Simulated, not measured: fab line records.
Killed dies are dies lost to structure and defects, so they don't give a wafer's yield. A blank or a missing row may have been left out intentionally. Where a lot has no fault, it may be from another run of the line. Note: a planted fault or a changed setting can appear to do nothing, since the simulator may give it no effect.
A struck lot beside a sound one | flow n5 finfet | 20 steps out of a route of 1938
Sound: the wafers L436.1, L436.4, L436.6. Wafers struck: L454.3, L454.4, L454.6. The cause comes at the end.
At each step with rows: each side's tool, then ch and its chambers, then its first start. Under that, the readings that differ: sound wafers | struck wafers | difference of the means | sigmas: that difference in standard deviations of wafers without a fault.
alike: readings with means less than 2 such deviations apart, plus words and numbers identical on both sides. not compared: withheld readings, readings lacking a value on some wafer, bounds such as >300 that could conceal the same value, and numbers that have no deviation in the record and whose values overlap.
The two part at a step that has a row with sigmas, a row that says differs or no value, or rows on one side only. Non-overlapping numbers with no deviation appear without sigmas and do not part them. A reading missing from all wafers of one side parts the sides only when that side holds two or more wafers.

first, 11 steps without rows for these wafers: N5_FIN_CUT_DESCUM_13 (chemistry O2, time 7 s); N5_FIN_CUT_ETCH_30 (etches underlayer in N2/H2, target depth 13 nm, time 10.4 s); N5_FIN_CUT_ETCH_20 (etches SiARC in CF4, target depth 26 nm, time 43.3 s); N5_FIN_CUT_ETCH_21 (etches SOC in N2/H2, target depth 219 nm, overetch 43.8 nm, time 523.5 s); N5_FIN_CUT_STRIP_23 (strips in N2/H2); N5_FIN_CUT_STRIP_31 (strips in N2/H2); N5_FIN_CUT_STRIP_24 (strips in CF4); N5_FIN_CUT_CUT_ETCH_26 (etches SiNx in CH3F/O2, target depth 39 nm, time 55.7 s); N5_FIN_CUT_CUT_ETCH_27 (etches SiO2 in CHF3/O2, target depth 4 nm, overetch 2 nm, time 4.9 s); N5_FIN_CUT_PRECLEAN_35 (cleans in vHF, time 13.3 s); N5_FIN_CUT_CUT_ETCH_15 (etches Si in HBr/Cl2/O2, target depth 100 nm, bt time 10 s, time 42.4 s).
N5_FIN_CUT_CUT_ETCH_28: etches Si in HBr/Cl2/O2, target depth 6 nm, time 2.4 s.
  sound on rie si-04 ch 1,2,3, day 2 03:17; struck on rie si-04 ch 0,2,3, day 6 15:31
  alike: chamber pressure mTorr, drypump motor current A, oes product au, throttle valve pct
  not compared: rf hours counter h
then, 4 steps without rows for these wafers: N5_FIN_CUT_STRIP_22 (strips in N2/H2); N5_FIN_CUT_PRECLEAN_36 (cleans in O3/DIW, time 60 s); N5_FIN_CUT_SRD_32 (time 30 s); N5_FIN_CUT_UV_OZONE_34 (time 120 s).
N5_FIN_CUT_INSPECT_17: inspects for defects (brightfield).
  sound on defect inspect-01, day 2 03:32; struck on defect inspect-01, day 6 15:49
  reading          | sound       | struck      | difference | sigmas
  raw defect count | 234 190 176 | 712 761 727 | +533       | +9
then, 1 step without rows for these wafers: N5_STI_FIN_REVEAL_ALD_00 (deposits SiO2, target thk 1 nm, pulse time 1 s).
-- record jumps: 6 days separate the struck wafers' starts on either side; left off in module STI_FIN_REVEAL, taken up again in module BEOL_M4, whose first shown step is the route's number 1111 --
N5_BEOL_M4_RC_MEAS_101:
  sound on prober-01 ch 0, day 7 15:19; struck on prober-02 ch 0, day 12 06:36
  alike: DIBL_N, DIBL_P, IOFF_N, IOFF_P, ION_N, ION_P, SS_N, SS_P, VT_N, VT_P
-- record jumps: 4 days separate the struck wafers' starts on either side; left off in module BEOL_M4, taken up again in module PASSIVATION, whose first shown step is the route's number 1936 --
N5_PASSIVATION_PROBE_49:
  record: rows for the struck wafers here (prober-02, day 16 14:45), none for the sound ones

## WHERE THEY PART
At N5_FIN_CUT_INSPECT_17 first; at N5_PASSIVATION_PROBE_49 last (within this record only).

WHY: whatever the simulator had introduced
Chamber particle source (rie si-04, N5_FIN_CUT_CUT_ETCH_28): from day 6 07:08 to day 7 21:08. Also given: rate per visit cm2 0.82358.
